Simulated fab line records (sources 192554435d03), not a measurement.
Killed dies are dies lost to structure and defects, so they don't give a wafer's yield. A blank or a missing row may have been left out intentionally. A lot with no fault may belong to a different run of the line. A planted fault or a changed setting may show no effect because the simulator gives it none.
Split-lot experiment + flow n5 finfet + 21 wafers read from 7 lots, route of 1938 steps

## SPLIT DETAILS
At N5_BEOL_M8_TRENCH_ETCH_37 (etches SiCOH lowk in C4F6/O2, target depth 93.478 nm, time 31.2 s), the setting source w was moved away from the recipe's 345 W on 8 of the 21 wafers read, by -10.0% to +16.7%. For the rest of the wafers, this setting stayed at what the recipe calls for.

The split's own step is where the reading is taken.

## THE READING
rf vpp V, in V, at N5_BEOL_M8_TRENCH_ETCH_37 (etches SiCOH lowk in C4F6/O2, target depth 93.478 nm, time 31.2 s). A value of 666 V with a standard deviation of 8.4 V is what fault-free wafers of this fab line usually give.

| wafer  | tool, chamber at the split | source w as run, W | against the recipe | rf vpp V, V | against lot-mates on the recipe |
|--------|----------------------------|--------------------|--------------------|-------------|---------------------------------|
| L079.2 | rie diel-01, 2             | 402.7              | +16.7%             | 605         | -66                             |
| L079.4 | rie diel-01, 3             | 345                | recipe             | 671         | -                               |
| L079.5 | rie diel-01, 0             | 402.7              | +16.7%             | 602         | -69                             |
| L084.1 | rie diel-03, 2             | 345                | recipe             | 675         | -                               |
| L084.4 | rie diel-03, 1             | 310.4              | -10.0%             | 695         | +20                             |
| L084.6 | rie diel-03, 2             | 310.4              | -10.0%             | 710         | +35                             |
| L082.2 | rie diel-01, 1             | 345                | recipe             | 659         | -                               |
| L082.4 | rie diel-01, 3             | 345                | recipe             | 673         | -                               |
| L082.5 | rie diel-01, 0             | 345                | recipe             | 653         | -                               |
| L080.1 | rie diel-03, 1             | 345                | recipe             | 658         | -                               |
| L080.2 | rie diel-03, 0             | 345                | recipe             | 669         | -                               |
| L080.6 | rie diel-03, 3             | 345                | recipe             | 664         | -                               |
| L092.1 | rie diel-04, 3             | 313.6              | -9.1%              | 692         | +11                             |
| L092.2 | rie diel-04, 0             | 345                | recipe             | 681         | -                               |
| L092.5 | rie diel-04, 0             | 313.6              | -9.1%              | 714         | +33                             |
| L091.1 | rie diel-03, 1             | 397.1              | +15.1%             | 614         | -57                             |
| L091.3 | rie diel-03, 2             | 345                | recipe             | 674         | -                               |
| L091.4 | rie diel-03, 0             | 345                | recipe             | 668         | -                               |
| L097.2 | rie diel-04, 0             | 345                | recipe             | 681         | -                               |
| L097.5 | rie diel-04, 1             | 345                | recipe             | 666         | -                               |
| L097.6 | rie diel-04, 0             | 387.1              | +12.2%             | 643         | -30                             |

THE FIT
A straight line over all 21 wafers: rf vpp V changes by -3.55 V for each +1% of source w; r = -0.95; the points scatter about the line by 9.3 V.
The same after taking each lot's own level away (the mean of its wafers on the recipe; 21 wafers): -3.37 V for each +1%; r = -0.96; scatter 8.2 V.
According to that fit, moving source w by its largest amount changes the reading by 56 V.
From 661.7 to 681.0 V: that is the span of the lots' own levels, equal to 2.3 times the standard deviation above.
The two slopes agree, so the slope changes little with the lot-to-lot level.
Check: with one of the wafers moved furthest among these (+16.7%) left out of the fit, the line predicts -56.3 V for it against its lot-mates. It came out at -66 V against them.
Tool readings at the split's step, against how far the setting was moved: rf vpp V r = -0.95.

## ADDITIONAL SPLITS CARRIED BY THESE WAFERS
Other splits were also applied to these wafers ahead of the reading. Each is held against what the fit with the lots' levels taken away leaves over:
| other split on the same wafers    | wafers away from the commonest value | r with rf vpp V (lot level and that fit taken away) |
|-----------------------------------|--------------------------------------|-----------------------------------------------------|
| N5_BEOL_M6_HM_DEP_02 target thk a | 3                                    | -0.18                                               |
| N5_BEOL_M6_TRENCH_ETCH_37 bias w  | 4                                    | +0.26                                               |
| N5_BEOL_M8_PECVD_70 temp c        | 3                                    | -0.18                                               |
| N5_BEOL_M8_COAT_05 spin rpm       | 6                                    | +0.32                                               |

## THE WHOLE CHAIN: every reading that the file lists as answering this split, in the file's order
| step                      | what it does                                                        | reading                                                                      | change (the file's fit)               | r (the file's) |
|---------------------------|---------------------------------------------------------------------|------------------------------------------------------------------------------|---------------------------------------|----------------|
| N5_BEOL_M8_TRENCH_ETCH_37 | etches SiCOH lowk in C4F6/O2, target depth 93.478 nm, time 31.2 s   | rf vpp V                                                                     | -3.4 V for each +1% of the setting    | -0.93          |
| N5_BEOL_M8_TRENCH_ETCH_37 | etches SiCOH lowk in C4F6/O2, target depth 93.478 nm, time 31.2 s   | etch.depth nm (the simulator's own value, which no gauge read)               | +0.361 nm for each +1% of the setting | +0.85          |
| N5_BEOL_M8_TRENCH_ETCH_37 | etches SiCOH lowk in C4F6/O2, target depth 93.478 nm, time 31.2 s   | BEOL_M8.feature depth nm (the simulator's own value, which no gauge read)    | +0.36 nm for each +1% of the setting  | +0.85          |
| N5_BEOL_M8_CMP_52         | polishes, stops on SiCOH lowk, t overpolish 6.9 s, target thk 80 nm | Cu_of_BEOL_M8_ECD_50.thk nm (the simulator's own value, which no gauge read) | +0.346 nm for each +1% of the setting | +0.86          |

## FILE'S OWN FIT
rf vpp V changes by -3.4 V for each +1% of source w, r = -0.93.
